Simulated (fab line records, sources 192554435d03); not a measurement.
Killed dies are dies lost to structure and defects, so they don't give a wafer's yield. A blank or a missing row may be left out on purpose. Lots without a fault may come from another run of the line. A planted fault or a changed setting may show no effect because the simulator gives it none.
fab line records | flow n5_finfet
record lots=15 wafers=45 last_day=18
route steps=1938 shown BEOL_M9@1463 BEOL_M10@1470
lots that met no fault: from a run of the same line without faults
start_h: hours from the record's first day to the start of the lot's first wafer shown | wait_h: hours since the lot's step before | " the same as in the row above | L1.1+2: a row that stands for several wafers | - no value, or no start given | * or withheld: withheld | < > ~ a bound
route shown NAME@n: a module of which the file shows steps, and the number in the route of the first | usual: mean/standard deviation of fault-free wafers | same: alike in all rows | chamber/n: place in a boat | sites: the reading at each site | _std_site: their standard deviation | _edge_site: outer sites' mean less inner sites' | radius_mm: how far each site lies from the wafer's centre | mask NAME#n: copy n | behind: the tool/chamber that last shaped the wafer | hold: why the lot was held/for how many hours/how that ended | device: the transistor (n, p or np) that didn't switch | end of line: the same wafers' tests at the end of the route | a step without rows: its recipe alone | killed: dies lost to structure and defects at the first sort, not the wafer's yield | map: a wafer's dies, x killed, . not, _ none there
set.NAME: the setting as run; set.NAME@STEP: as run at that earlier step | model.NAME: the simulator's own value behind a step, which no gauge read
steps of the route over a sample of lots; a table a step, a row a wafer
services: from which hour (start_h, from the record's first day; less than 0 if before it) a tool's chamber was out of use, for how many hours, and why
## steps
# step N5_BEOL_M9_ANNEAL_51
# recipe temp_c=225 time_s=90 ambient=N2
# usual wafer_temp_C_max=225.89/0.24
# columns lot.wafer tool chamber start_h wait_h wafer_temp_C_max
L257.3 rtp_anneal-01 0 217.07 0.1 226.22
L257.4 " 0 " " 226.01
L257.6 " 0 " " 225.96
L258.1 rtp_anneal-01 0 227.57 0.1 226.13
L258.3 " 0 " " 226.32
L258.5 " 0 " " 226.08
L259.3 rtp_anneal-01 0 234.98 0.2 225.83
L259.5 " 0 " " 225.79
L259.6 " 0 " " 226.03
L260.1 rtp_anneal-02 0 237.15 0.1 225.94
L260.2 " 0 " " 225.82
L260.6 " 0 " " 225.62
L261.3 rtp_anneal-01 0 239.49 0.7 225.94
L261.5 " 0 " " 226.18
L261.6 " 0 " " 225.95
L265.4 rtp_anneal-02 0 277.64 0.2 225.61
L265.5 " 0 " " 226.10
L265.6 " 0 " " 225.87
L270.1 rtp_anneal-01 0 304.23 0.4 225.90
L270.4 " 0 " " 225.82
L270.5 " 0 " " 225.86
L269.1 rtp_anneal-01 0 304.50 0.6 226.41
L269.2 " 0 " " 225.92
L269.3 " 0 " " 226.41
L272.3 rtp_anneal-01 0 319.75 0.2 225.80
L272.4 " 0 " " 225.98
L272.6 " 0 " " 225.44
L271.1 rtp_anneal-01 0 324.73 0.2 226.53
L271.3 " 0 " " 226.20
L271.6 " 0 " " 226.12
L273.2 rtp_anneal-01 0 332.81 0.1 225.39
L273.4 " 0 " " 226.21
L273.6 " 0 " " 225.58
L279.2 rtp_anneal-02 0 369.23 0.4 225.84
L279.4 " 0 " " 225.96
L279.6 " 0 " " 225.71
L275.1 rtp_anneal-01 0 371.74 0.9 226.38
L275.2 " 0 " " 225.72
L275.5 " 0 " " 225.92
L280.2 rtp_anneal-01 0 374.39 0.3 226.18
L280.3 " 0 " " 226.18
L280.5 " 0 " " 225.77
L277.3 rtp_anneal-02 0 375.38 0.3 225.85
L277.4 " 0 " " 225.75
L277.5 " 0 " " 225.79
# step N5_BEOL_M10_ILD_DEP_00
# recipe material=SiCOH_lowk target_thk_a=3085.1 temp_c=300 precursor=DEMS/porogen pressure_torr=5 rf_w=500 time_s=58
# usual heater_power_w=307/48 showerhead_plenum_p_Torr=5.744/0.014 throttle_valve_pct=13.6/0.69
# columns lot.wafer tool chamber start_h wait_h heater_power_w showerhead_plenum_p_Torr throttle_valve_pct
L257.3 pecvd-01 2 217.78 0.0 298 5.745 12.9
L257.4 " 1 " " 360 5.736 14.7
L257.6 " 0 " " 295 5.740 13.5
L258.1 pecvd-01 1 228.39 0.0 370 5.736 14.7
L258.3 " 0 " " 316 5.738 13.5
L258.5 " 2 " " 322 5.736 13.0
L259.3 pecvd-02 1 235.68 0.0 213 5.719 14.0
L259.5 " 0 " " 219 5.739 14.4
L259.6 " 2 " " 299 5.748 12.3
L260.1 pecvd-04 1 237.94 0.0 356 5.756 14.2
L260.2 " 0 " " 306 5.750 13.2
L260.6 " 0 " " 316 5.744 13.2
L261.3 pecvd-04 0 240.41 0.1 295 5.759 13.1
L261.5 " 0 " " 305 5.759 13.0
L261.6 " 1 " " 389 5.763 14.0
L265.4 pecvd-04 1 278.32 0.1 323 5.746 14.0
L265.5 " 0 " " 307 5.762 13.5
L265.6 " 2 " " 330 5.741 13.1
L270.1 pecvd-01 1 305.02 0.0 377 5.740 14.8
L270.4 " 2 " " 319 5.736 12.9
L270.5 " 1 " " 415 5.733 14.8
L269.1 pecvd-02 2 305.30 0.0 294 5.771 12.5
L269.2 " 1 " " 237 5.723 13.8
L269.3 " 0 " " 256 5.766 14.6
L272.3 pecvd-04 1 320.50 0.0 339 5.760 14.3
L272.4 " 2 " " 284 5.745 13.0
L272.6 " 1 " " 351 5.760 14.0
L271.1 pecvd-01 0 325.52 0.0 259 5.758 13.6
L271.3 " 2 " " 312 5.754 12.8
L271.6 " 0 " " 267 5.750 13.6
L273.2 pecvd-01 0 333.56 0.0 310 5.758 13.8
L273.4 " 0 " " 312 5.749 13.6
L273.6 " 2 " " 258 5.752 13.0
L279.2 pecvd-04 2 369.98 0.0 314 5.741 13.3
L279.4 " 0 " " 258 5.772 13.1
L279.6 " 2 " " 321 5.755 13.3
L275.1 pecvd-04 0 372.53 0.0 271 5.763 13.2
L275.2 " 2 " " 304 5.749 13.2
L275.5 " 1 " " 348 5.745 14.2
L280.2 pecvd-02 1 375.13 0.0 235 5.712 13.9
L280.3 " 2 " " 269 5.742 12.6
L280.5 " 2 " " 280 5.750 12.7
L277.3 pecvd-01 2 376.08 0.0 272 5.752 13.0
L277.4 " 2 " " 292 5.729 13.2
L277.5 " 0 " " 291 5.742 13.8
# step N5_BEOL_M10_ETCH_61
# recipe chemistry=CF4 target=SiARC target_depth_a=390 mask_material=CAR-ArF time_s=65 ion_energy_ev=80 pressure_mtorr=40 source_w=545 bias_w=36 Ar_flow_sccm=100 cf4_flow_sccm=100 ends=cleared
# usual bias_w=35.99/0.11 cf4_flow_sccm=100.0/0.31 drypump_motor_current_A=5.6/0.46 etch_rf_on_time_s=65.2/1.1 oes_product_au=0.66/0.058 rf_vpp_V=183.8/1.2 showerhead_plenum_p_Torr=2.12/0.064 throttle_valve_pct=15.63/0.16
# columns lot.wafer tool chamber start_h wait_h bias_w cf4_flow_sccm drypump_motor_current_A etch_rf_on_time_s oes_product_au rf_hours_counter_h rf_vpp_V showerhead_plenum_p_Torr throttle_valve_pct
L257.3 rie_diel-04 0 219.35 0.0 36.00 100.2 6.2 63.9 0.73 53 183.4 2.11 15.60
L257.4 " 2 " " 35.91 100.0 4.7 65.5 0.73 58 184.7 2.17 15.36
L257.6 " 1 " " 36.09 99.7 5.4 64.4 0.64 - 183.5 2.05 15.64
L258.1 rie_diel-01 2 230.88 0.0 36.09 100.4 5.6 65.1 0.64 145 183.6 2.14 15.60
L258.3 " 0 " " 35.74 100.0 6.2 62.5 0.71 84 184.2 2.09 15.70
L258.5 " 0 " " 35.99 99.3 6.2 62.9 0.70 - 184.2 2.09 15.69
L259.3 rie_diel-02 2 238.19 0.0 36.00 99.8 5.7 62.9 0.74 67 183.6 2.09 15.72
L259.5 " 2 " " 36.20 99.8 5.7 63.6 0.73 - 183.3 2.09 15.71
L259.6 " 3 " " 35.97 99.9 5.9 64.4 0.64 - 185.7 2.23 15.36
L260.1 rie_diel-02 0 241.35 0.0 35.93 100.0 5.2 66.5 0.58 218 184.2 2.13 15.81
L260.2 " 1 " " 36.11 100.1 6.1 65.1 0.62 165 181.6 2.05 15.77
L260.6 " 3 " " 36.14 99.5 5.9 64.4 0.64 - 184.3 2.23 15.36
L261.3 rie_diel-04 1 242.25 0.0 35.87 100.3 5.4 64.6 0.64 163 183.4 2.05 15.63
L261.5 " 1 " " 35.86 100.4 5.3 65.5 0.63 - 182.9 2.05 15.65
L261.6 " 0 " " 35.98 99.9 6.1 64.8 0.72 - 183.1 2.10 15.61
L265.4 rie_diel-04 3 279.62 0.0 36.10 99.3 5.5 65.7 0.68 - 183.9 2.17 15.61
L265.5 " 2 " " 36.00 99.5 4.7 66.0 0.71 - 185.0 2.16 15.40
L265.6 " 0 " " 36.08 100.0 6.1 64.7 0.69 - 184.0 2.10 15.67
L270.1 rie_diel-04 1 308.43 0.0 36.08 100.0 5.4 65.5 0.62 180 182.1 2.05 15.70
L270.4 " 3 " " 35.92 100.0 5.5 66.4 0.68 91 185.7 2.17 15.65
L270.5 " 1 " " 36.14 100.7 5.3 66.0 0.62 - 181.3 2.05 15.67
L269.1 rie_diel-01 0 308.44 0.0 35.91 99.5 6.2 63.6 0.67 113 182.8 2.08 15.72
L269.2 " 2 " " 36.00 100.3 5.7 65.7 0.62 166 184.9 2.14 15.65
L269.3 " 1 " " 36.01 99.4 5.0 63.2 0.73 45 183.4 2.25 15.47
L272.3 rie_diel-02 1 324.03 0.0 35.93 100.0 6.2 66.3 0.61 192 183.6 2.05 15.81
L272.4 " 0 " " 35.82 99.7 5.2 68.1 0.56 243 183.3 2.12 15.85
L272.6 " 3 " " 35.77 100.2 5.9 65.8 0.61 - 184.9 2.22 15.41
L271.1 rie_diel-02 2 331.24 0.0 35.96 100.0 5.7 63.2 0.71 98 183.4 2.08 15.76
L271.3 " 3 " " 35.94 99.9 5.9 64.3 0.62 186 184.2 2.22 15.41
L271.6 " 0 " " 36.19 100.3 5.2 66.3 0.57 - 183.2 2.12 15.87
L273.2 rie_diel-01 3 336.94 0.0 35.94 100.2 6.1 66.6 0.62 166 182.8 2.05 15.63
L273.4 " 1 " " 36.05 99.8 5.0 64.4 0.71 54 185.9 2.25 15.48
L273.6 " 3 " " 36.01 99.8 6.2 66.2 0.62 - 182.9 2.05 15.62
L279.2 rie_diel-02 1 371.93 0.0 35.97 100.6 6.1 67.0 0.59 208 183.4 2.04 15.86
L279.4 " 2 " " 36.10 100.1 5.7 64.2 0.68 - 184.1 2.07 15.81
L279.6 " 3 " " 35.92 99.5 5.9 65.3 0.60 - 185.5 2.21 15.44
L275.1 rie_diel-01 3 374.61 0.0 35.89 100.3 6.2 67.4 0.61 180 183.6 2.05 15.64
L275.2 " 1 " " 36.26 99.9 5.0 64.7 0.70 68 186.4 2.24 15.50
L275.5 " 0 " " 36.23 100.0 6.2 64.4 0.65 - 182.1 2.07 15.80
L280.2 rie_diel-02 0 377.70 0.0 35.94 99.4 5.2 63.8 0.85 1 182.7 2.12 15.43
L280.3 " 2 " " 35.96 100.3 5.7 64.2 0.68 115 184.7 2.07 15.80
L280.5 " 1 " " 35.83 99.6 6.1 65.8 0.60 - 182.1 2.04 15.86
L277.3 rie_diel-02 3 378.01 0.0 35.95 99.7 5.9 66.5 0.60 204 185.0 2.21 15.45
L277.4 " 2 " " 35.74 99.8 5.7 64.2 0.69 115 182.7 2.07 15.80
L277.5 " 2 " " 36.04 100.0 5.7 64.9 0.69 - 182.3 2.07 15.81
# step N5_BEOL_M10_ETCH_62
# recipe chemistry=N2/H2 target=SOC target_depth_a=1100 overetch_a=220 mask_material=SiARC temp_c=40 time_s=165 ion_energy_ev=200 pressure_mtorr=30 source_w=840 bias_w=150 n2_flow_sccm=200 h2_flow_sccm=200
# usual bias_w=149.9/0.4 chamber_pressure_mTorr=30.002/0.028 drypump_motor_current_A=5.7/0.46 n2_flow_sccm=200.0/0.53 oes_product_au=0.66/0.054 rf_vpp_V=523.1/2.4 showerhead_plenum_p_Torr=2.51/0.083 throttle_valve_pct=17.84/0.23
# columns lot.wafer tool chamber start_h wait_h bias_w chamber_pressure_mTorr drypump_motor_current_A n2_flow_sccm oes_product_au rf_hours_counter_h rf_vpp_V showerhead_plenum_p_Torr throttle_valve_pct
L257.3 rie_diel-04 0 219.40 0.0 149.8 30.041 6.1 200.4 0.71 53 522.6 2.47 17.66
L257.4 " 2 " " 149.5 29.997 4.7 199.4 0.73 58 525.4 2.58 17.55
L257.6 " 1 " " 149.3 30.043 5.4 200.2 0.64 - 521.2 2.45 18.11
L258.1 rie_diel-01 2 230.93 0.0 150.4 30.023 5.6 199.9 0.64 145 524.6 2.56 17.98
L258.3 " 0 " " 149.6 29.985 6.2 200.1 0.68 84 520.7 2.45 17.70
L258.5 " 0 " " 149.4 30.046 6.2 200.2 0.69 - 521.1 2.45 17.69
L259.3 rie_diel-02 2 238.24 0.0 149.7 29.994 5.7 200.0 0.71 67 522.9 2.49 18.20
L259.5 " 2 " " 150.6 30.018 5.7 200.1 0.71 - 521.4 2.49 18.21
L259.6 " 3 " " 149.8 30.068 5.9 200.4 0.63 - 526.4 2.65 17.56
L260.1 rie_diel-02 0 241.40 0.0 149.6 29.982 5.2 200.7 0.60 218 523.7 2.52 18.02
L260.2 " 1 " " 149.8 29.975 6.1 200.4 0.63 165 521.6 2.41 17.81
L260.6 " 3 " " 149.9 29.976 5.9 199.6 0.63 - 525.5 2.65 17.54
L261.3 rie_diel-04 1 242.30 0.0 150.4 30.011 5.4 199.5 0.63 163 520.5 2.45 18.14
L261.5 " 1 " " 150.1 29.941 5.4 200.2 0.63 - 520.7 2.45 18.16
L261.6 " 0 " " 150.0 29.994 6.1 199.3 0.71 - 521.3 2.46 17.69
L265.4 rie_diel-04 3 279.71 0.1 149.9 30.009 5.5 200.7 0.68 - 524.9 2.55 17.64
L265.5 " 2 " " 149.7 29.975 4.7 199.7 0.71 - 524.2 2.57 17.57
L265.6 " 0 " " 149.2 29.993 6.1 199.2 0.70 - 521.7 2.46 17.73
L270.1 rie_diel-04 1 308.48 0.0 149.8 29.996 5.4 200.0 0.62 180 521.9 2.44 18.16
L270.4 " 3 " " 150.2 30.001 5.5 199.3 0.68 91 525.0 2.55 17.65
L270.5 " 1 " " 149.9 29.977 5.4 199.8 0.62 - 520.6 2.44 18.17
L269.1 rie_diel-01 0 308.49 0.0 - - - - - - - - -
L269.2 " 2 " " - - - - - - - - -
L269.3 " 1 " " - - - - - - - - -
L272.3 rie_diel-02 1 324.08 0.0 - - - - - - - - -
L272.4 " 0 " " - - - - - - - - -
L272.6 " 3 " " - - - - - - - - -
L271.1 rie_diel-02 2 331.29 0.0 - - - - - - - - -
L271.3 " 3 " " - - - - - - - - -
L271.6 " 0 " " - - - - - - - - -
L273.2 rie_diel-01 3 336.99 0.0 150.3 29.980 6.2 200.3 0.63 166 520.9 2.43 17.81
L273.4 " 1 " " 150.5 30.003 5.1 198.8 0.70 54 527.9 2.68 17.70
L273.6 " 3 " " 149.7 29.992 6.2 200.1 0.63 - 520.7 2.43 17.80
L279.2 rie_diel-02 1 371.98 0.0 150.4 30.035 6.2 200.4 0.60 208 520.0 2.40 17.87
L279.4 " 2 " " 150.4 30.033 5.7 199.8 0.68 - 521.4 2.47 18.29
L279.6 " 3 " " 150.6 30.003 5.9 200.9 0.60 - 526.7 2.63 17.63
L275.1 rie_diel-01 3 374.66 0.0 149.8 30.037 6.2 200.0 0.62 180 520.1 2.43 17.83
L275.2 " 1 " " 150.0 30.061 5.0 200.0 0.69 68 527.6 2.67 17.71
L275.5 " 0 " " 149.6 29.959 6.2 200.5 0.65 - 522.0 2.43 17.77
L280.2 rie_diel-02 0 377.75 0.0 150.0 29.980 5.2 201.0 0.83 1 522.6 2.50 17.73
L280.3 " 2 " " 149.6 29.986 5.7 200.3 0.67 115 521.4 2.47 18.29
L280.5 " 1 " " 148.9 29.964 6.2 199.6 0.60 - 519.7 2.40 17.88
L277.3 rie_diel-02 3 378.06 0.0 150.1 29.991 5.9 199.4 0.60 204 526.1 2.63 17.65
L277.4 " 2 " " 150.0 29.936 5.7 200.4 0.67 116 521.2 2.47 18.29
L277.5 " 2 " " 149.9 30.004 5.7 199.8 0.67 - 521.7 2.47 18.28
# step N5_BEOL_M10_HM_OPEN_17
# recipe chemistry=Cl2/BCl3 target_depth_a=200 overetch_a=60 target=TiN mask_material=SOC ion_energy_ev=150 pressure_mtorr=10 icp_w=1000 bias_w=126 Cl2_flow_sccm=53.25 bcl3_flow_sccm=21.75 Ar_flow_sccm=25
# usual bias_w=126.0/0.38 drypump_motor_current_A=5.9/0.35 oes_product_au=0.69/0.062 throttle_valve_pct=22.10/0.13
# columns lot.wafer tool chamber start_h wait_h bias_w drypump_motor_current_A oes_product_au rf_hours_counter_h throttle_valve_pct
L257.3 rie_metal-03 1 219.61 0.1 125.8 5.4 0.70 - 22.04
L257.4 " 0 " " 125.9 5.5 0.75 - 22.24
L257.6 " 0 " " 126.1 5.4 0.75 - 22.24
L258.1 rie_metal-01 0 231.12 0.0 127.1 6.3 0.65 55 21.93
L258.3 " 0 " " 126.3 6.3 0.66 - 21.92
L258.5 " 1 " " 126.1 5.7 0.67 - 22.22
L259.3 rie_metal-01 1 238.45 0.1 126.1 5.8 0.67 - 22.22
L259.5 " 0 " " 125.4 6.3 0.65 - 21.94
L259.6 " 1 " " 125.8 5.7 0.66 - 22.22
L260.1 rie_metal-01 0 241.59 0.0 126.1 6.3 0.65 56 21.93
L260.2 " 1 " " 125.5 5.8 0.66 45 22.24
L260.6 " 0 " " 126.2 6.4 0.65 - 21.95
L261.3 rie_metal-03 0 242.52 0.1 126.0 5.4 0.74 - 22.26
L261.5 " 1 " " 126.0 5.4 0.69 - 22.02
L261.6 " 0 " " 126.0 5.4 0.74 - 22.26
L265.4 rie_metal-01 1 279.95 0.1 125.9 5.7 0.66 - 22.24
L265.5 " 0 " " 126.3 6.3 0.64 - 21.95
L265.6 " 1 " " 125.9 5.7 0.65 - 22.24
L270.1 rie_metal-03 1 308.67 0.0 125.7 5.4 0.68 34 22.03
L270.4 " 0 " " 126.0 5.4 0.72 - 22.27
L270.5 " 1 " " 125.5 5.4 0.67 - 22.03
L269.1 rie_metal-01 0 308.68 0.0 126.0 6.3 0.28 62 22.61
L269.2 " 1 " " 125.9 5.7 0.28 52 22.89
L269.3 " 1 " " 126.3 5.7 0.28 - 22.89
L272.3 rie_metal-03 1 324.30 0.1 125.5 5.4 0.30 - 22.70
L272.4 " 0 " " 126.1 5.4 0.31 - 22.92
L272.6 " 1 " " 126.1 5.4 0.30 - 22.71
L271.1 rie_metal-02 1 331.48 0.0 126.1 5.9 0.36 5 22.78
L271.3 " 1 " " 126.1 5.9 0.36 - 22.80
L271.6 " 0 " " 125.7 6.2 0.33 - 22.60
L273.2 rie_metal-02 0 337.18 0.0 126.3 6.2 0.77 11 21.93
L273.4 " 1 " " 125.3 5.8 0.82 - 22.12
L273.6 " 0 " " 126.7 6.2 0.78 - 21.95
L279.2 rie_metal-02 0 372.24 0.1 126.0 6.2 0.75 14 21.94
L279.4 " 1 " " 125.6 5.9 0.79 - 22.16
L279.6 " 1 " " 126.2 5.8 0.79 - 22.14
L275.1 rie_metal-03 0 374.84 0.0 125.8 5.4 0.71 21 22.28
L275.2 " 1 " " 125.8 5.4 0.66 39 22.05
L275.5 " 0 " " 126.1 5.5 0.71 - 22.28
L280.2 rie_metal-01 0 377.94 0.0 125.7 6.3 0.63 66 21.95
L280.3 " 1 " " 127.1 5.8 0.64 - 22.25
L280.5 " 0 " " 126.0 6.3 0.63 - 21.95
L277.3 rie_metal-01 1 378.27 0.1 126.3 5.7 0.62 - 22.28
L277.4 " 0 " " 125.6 6.3 0.63 - 21.97
L277.5 " 0 " " 125.7 6.3 0.62 - 21.99
# step N5_BEOL_M10_CD_MEAS_18
# recipe pitch_nm=140 target_cd_nm=70
# usual cd_nm=69.8/0.62
# columns lot.wafer tool chamber start_h wait_h cd_nm
L257.3 cd_sem-03 - 219.77 0.1 69.4
L257.4 " - " " 70.5
L257.6 " - " " 69.7
L258.1 cd_sem-01 - 231.31 0.0 69.4
L258.3 " - " " 70.2
L258.5 " - " " 69.7
L259.3 cd_sem-03 - 238.61 0.1 69.0
L259.5 " - " " 69.5
L259.6 " - " " 68.3
L260.1 cd_sem-02 - 241.77 0.0 69.4
L260.2 " - " " 70.2
L260.6 " - " " 70.7
L261.3 cd_sem-02 - 242.75 0.1 70.0
L261.5 " - " " 70.1
L261.6 " - " " 70.3
L265.4 cd_sem-03 - 280.10 0.1 68.7
L265.5 " - " " 70.4
L265.6 " - " " 70.1
L270.1 cd_sem-02 - 308.89 0.0 69.2
L270.4 " - " " 68.5
L270.5 " - " " 70.2
L269.1 cd_sem-03 - 308.91 0.0 -
L269.2 " - " " -
L269.3 " - " " -
L272.3 cd_sem-03 - 324.45 0.1 -
L272.4 " - " " -
L272.6 " - " " -
L271.1 cd_sem-01 - 331.66 0.0 -
L271.3 " - " " -
L271.6 " - " " -
L273.2 cd_sem-03 - 337.43 0.1 70.2
L273.4 " - " " 70.7
L273.6 " - " " 70.0
L279.2 cd_sem-01 - 372.43 0.1 69.3
L279.4 " - " " 69.5
L279.6 " - " " 69.9
L275.1 cd_sem-03 - 375.03 0.0 70.3
L275.2 " - " " 70.8
L275.5 " - " " 71.3
L280.2 cd_sem-01 - 378.17 0.1 69.3
L280.3 " - " " 70.0
L280.5 " - " " 70.0
L277.3 cd_sem-03 - 378.43 0.1 69.1
L277.4 " - " " 70.1
L277.5 " - " " 69.9
## services
# columns tool chamber start_h hours kind
rie_diel-01 - 196.61 0.9 repair
rie_diel-04 3 198.02 17.3 repair
pecvd-02 0 199.26 5.5 scheduled_down
rie_metal-02 - 210.06 10.0 pm
rie_diel-02 2 220.41 6.5 repair
rie_diel-04 1 221.06 3.8 repair
rie_diel-01 2 231.74 9.0 repair
pecvd-04 2 233.81 14.8 repair
pecvd-04 - 237.05 0.8 repair
rie_metal-02 1 253.64 - clean
rie_metal-02 1 253.64 17.3 scheduled_down
rie_metal-02 1 253.64 17.3 vent_cycle
pecvd-04 - 264.72 2.1 repair
rie_diel-04 1 279.28 15.5 repair
rie_diel-01 3 303.58 4.3 repair
pecvd-01 0 318.38 5.5 scheduled_down
rie_diel-04 1 320.36 8.2 repair
rie_diel-02 0 353.56 - clean
rie_diel-02 0 353.56 - consumable_replace:focus_ring
rie_diel-02 0 353.56 21.8 scheduled_down
rie_diel-02 0 353.56 21.8 vent_cycle
rie_diel-04 - 354.93 2.8 pm
rie_metal-02 - 357.09 2.8 pm
rie_metal-01 - 370.90 5.9 repair
## key
first_sign step=N5_BEOL_M10_ETCH_62 reading=tool_record direction=missing
effect step=N5_BEOL_M10_HM_OPEN_17 reading=oes_product_au direction=down sigmas=6.1 usual=0.69 struck=0.31
effect step=N5_BEOL_M10_CD_MEAS_18 reading=cd_nm direction=missing
met_at N5_BEOL_M10_ETCH_62
struck_lots L269,L271,L272
later_rows_left_out L269.1,L269.2,L269.3,L271.1,L271.3,L271.6,L272.3,L272.4,L272.6
sort_left_out L269.1,L269.2,L269.3,L271.1,L271.3,L271.6,L272.3,L272.4,L272.6
not_acting_at N5_BEOL_M9_ANNEAL_51,N5_BEOL_M10_ILD_DEP_00,N5_BEOL_M10_ETCH_61
onset_between 241.40 308.49
fault kind=skipped_step_whole tool=rie_diel-01,rie_diel-02 chamber=- onset_h=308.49 steps=N5_BEOL_M10_ETCH_62 scope=struck_lots_only
# sort_left_out: the simulated sort isn't trusted on such a fault, so these wafers' sort isn't shown, and their yield isn't known
# later_rows_left_out: the simulator's readings of these wafers behind a module that went badly wrong aren't trusted and aren't shown, but for the sort
